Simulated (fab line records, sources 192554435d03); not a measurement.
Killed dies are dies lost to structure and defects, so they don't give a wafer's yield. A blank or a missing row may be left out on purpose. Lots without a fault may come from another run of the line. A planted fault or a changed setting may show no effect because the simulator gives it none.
A struck lot beside a sound one | flow n5_finfet | 18 steps out of a route of 1938
Sound: wafers L427.1, L427.3, L427.4. Struck: wafer L430.1. (L430.3, L430.4 of the same lot were not struck and are left out.) The cause comes at the end.
At each step with rows: each side's tool, then ch and its chambers, then its first start. Under that, the readings that differ: sound wafers | struck wafers | difference of the means | sigmas: that difference in standard deviations of wafers without a fault.
alike: readings whose means differ by less than 2 such deviations, and words and numbers that are the same on both sides. not compared: withheld readings, readings that some wafer has no value for, bounds like >300 that may hide the same value, and numbers for which the record gives no deviation and whose values overlap.
The two part at a step that has a row with sigmas, a row that says differs or no value, or rows on one side only. Numbers that don't overlap but have no deviation are shown without sigmas and don't part them. A reading that every wafer of one side lacks parts them only if that side has two wafers or more.

first, 7 steps without rows for these wafers: N5_FIN_SAQP_COAT_50 (time 60 s, resist thk 35 nm); N5_FIN_SAQP_COAT_10 (resist thk 90 nm); N5_FIN_SAQP_EBR_12; N5_FIN_SAQP_SOFTBAKE_11 (time 60 s); N5_FIN_SAQP_EXPOSE_13 (exposes mask FIN CORE, target cd 35.6 nm); N5_FIN_SAQP_PEB_14 (peb time 60 s); N5_FIN_SAQP_DEVELOP_15 (develop time 30 s).
N5_FIN_SAQP_CD_MEAS_16: target cd 35.6 nm.
  sound on cd_sem-02 ch 0, day 3 09:13; struck on cd_sem-01 ch 0, day 4 04:20
  alike: cd_nm
N5_FIN_SAQP_OVL_MEAS_17:
  sound on overlay-01 ch 0, day 3 09:15; struck on overlay-01 ch 0, day 4 04:23
  alike: FIN_CORE_OVL
N5_FIN_SAQP_INSPECT_18: inspects for defects (brightfield).
  sound on defect_inspect-01, day 3 09:16; struck on defect_inspect-01, day 4 04:25
  alike: raw_defect_count
N5_FIN_SAQP_DESCUM_21: chemistry O2, time 7.9 s.
  sound on rie_diel-02 ch 1,2,3, day 3 10:01; struck on rie_diel-02 ch 0, day 4 04:26
  reading                | sound     | struck | difference | sigmas
  rf_hours_counter_h (h) | 91 175 64 | 221    | +111       |
  alike: drypump_motor_current_A, oes_product_au, rf_vpp_V, showerhead_plenum_p_Torr, throttle_valve_pct
N5_FIN_SAQP_ETCH_51: etches SiARC in CF4, target depth 45.5 nm, time 75.8 s.
  sound on rie_diel-02 ch 1,2,3, day 3 10:02; struck on rie_diel-02 ch 0, day 4 04:29
  reading                         | sound          | struck | difference | sigmas
  mfc_ar_sccm (sccm)              | 99.7 99.7 99.9 | 100.5  | +0.7       | +2
  rf_hours_counter_h (h)          | 91 175 64      | 221    | +111       |
  showerhead_plenum_p_Torr (Torr) | 2.08 2.21 2.26 | 2.03   | -0.15      | -2
  alike: bias_w, drypump_motor_current_A, etch_rf_on_time_s, oes_product_au, rf_fwd_power_W, rf_vpp_V, throttle_valve_pct
N5_FIN_SAQP_ETCH_52: etches SOC in N2/H2, target depth 100 nm, overetch 20 nm, time 150 s.
  sound on rie_diel-02 ch 1,2,3, day 3 10:06; struck on rie_diel-02 ch 0, day 4 04:32
  reading                                     | sound             | struck | difference | sigmas
  rf_fwd_power_W (W)                          | 834.5 835.2 838.7 | 636.0  | -200.1     | -77
  rf_hours_counter_h (h)                      | 91 175 64         | 221    | +111       |
  rf_vpp_V (V)                                | 521.7 527.5 528.5 | 569.3  | +43.4      | +16
  model.etch.depth_nm (nm)                    | 99.63 99.57 99.57 | 93.92  | -5.67      |
  model.SiARC_of_FIN_SAQP_COAT_50.thk_nm (nm) | 28.86 29.07 28.83 | 30.05  | +1.13      |
  alike: bias_w, drypump_motor_current_A, oes_product_au, showerhead_plenum_p_Torr, throttle_valve_pct
then, 1 step without rows for these wafers: N5_FIN_SAQP_STRIP_53 (strips in N2/H2).
N5_FIN_SAQP_HM_OPEN_73: chemistry CHF3/O2, target SiO2, stops on a-Si, target depth 12 nm, time 16.8 s.
  sound on rie_diel-02 ch 1,2,3, day 3 10:13; struck on rie_diel-02 ch 0, day 4 04:38
  reading                                     | sound            | struck | difference | sigmas
  rf_hours_counter_h (h)                      | 92 175 64        | 221    | +111       |
  model.SiARC_of_FIN_SAQP_COAT_50.thk_nm (nm) | 4.28 4.872 4.398 | 6.478  | +1.961     |
  alike: bias_w, drypump_motor_current_A, mfc_ar_sccm, oes_product_au, rf_vpp_V, showerhead_plenum_p_Torr, throttle_valve_pct
then, 1 step without rows for these wafers: N5_FIN_SAQP_STRIP_74 (strips in CHF3/O2).
-- the record jumps here: 7 days lie between the struck wafers' starts before and after (it left off in module FIN_SAQP and takes up again in module BEOL_M4, whose first step shown is number 1111 of the route) --
N5_BEOL_M4_RC_MEAS_101:
  sound on prober-01 ch 0, day 9 20:49; struck on prober-02 ch 0, day 10 17:52
  reading       | sound          | struck | difference | sigmas
  DIBL_P (mV/V) | 38.6 34.4 36.6 | 33.3   | -3.2       | -2
  alike: DIBL_N, IOFF_N, IOFF_P, ION_N, ION_P, SS_N, SS_P, VT_N, VT_P
-- the record jumps here: 4 days lie between the struck wafers' starts before and after (it left off in module BEOL_M4 and takes up again in module PASSIVATION, whose first step shown is number 1936 of the route) --
N5_PASSIVATION_PROBE_49:
  the record has rows for the struck wafers here (prober-01, day 14 19:10) and none for the sound ones

WHERE THEY PART
First at N5_FIN_SAQP_ETCH_51; last, within this record, at N5_PASSIVATION_PROBE_49.

WHY: what the simulator had put in
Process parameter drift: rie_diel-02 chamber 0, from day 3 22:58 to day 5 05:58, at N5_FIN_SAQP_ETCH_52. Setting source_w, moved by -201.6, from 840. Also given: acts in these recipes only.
